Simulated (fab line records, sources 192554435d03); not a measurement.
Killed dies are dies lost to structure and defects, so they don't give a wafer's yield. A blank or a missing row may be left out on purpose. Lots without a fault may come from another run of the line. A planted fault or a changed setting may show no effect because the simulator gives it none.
Chamber matching | flow n5_finfet | N5_BEOL_M4_DESCUM_33 on rie_diel-02: 4 sister chambers
The step chemistry O2, time 7 s. 4 wafers are shown with their chamber, then 7 later ones without.

WAFERS WITH THEIR CHAMBER
wafer  | chamber | drypump_motor_current_A (A)
L079.6 | 2       | 5.35
L086.6 | 0       | 5.96
L088.2 | 3       | 6.11
L088.3 | 1       | 5.59

WAFERS WITHOUT THEIR CHAMBER
wafer  | drypump_motor_current_A (A)
L088.6 | 5.95
L089.1 | 5.96
L089.2 | 5.34
L089.5 | 6.09
L097.3 | 5.55
L097.5 | 5.96
L097.6 | 5.56

WHICH CHAMBER EACH WENT THROUGH
wafer  | from the rows above | in truth
L088.6 | 0                   | 0
L089.1 | 0                   | 0
L089.2 | 2                   | 2
L089.5 | 3                   | 3
L097.3 | 1                   | 1
L097.5 | 0                   | 0
L097.6 | 1                   | 1
Placed correctly: 7 of 7. Can't be placed from these rows: 0. Placed wrongly: 0.
How it was worked out, from the rows above alone: a wafer's distance from a chamber is the root of the sum, over the readings, of the square of ((its reading less the chamber's mean) divided by the reading's scatter). The wafer belongs to the nearest chamber; if the next one is less than 2 further off, it can't be placed. A chamber's mean is the mean of its shown wafers. The scatter: with one shown wafer a chamber, the root of the mean of the squares of how far each hidden wafer lies from its nearest shown one.
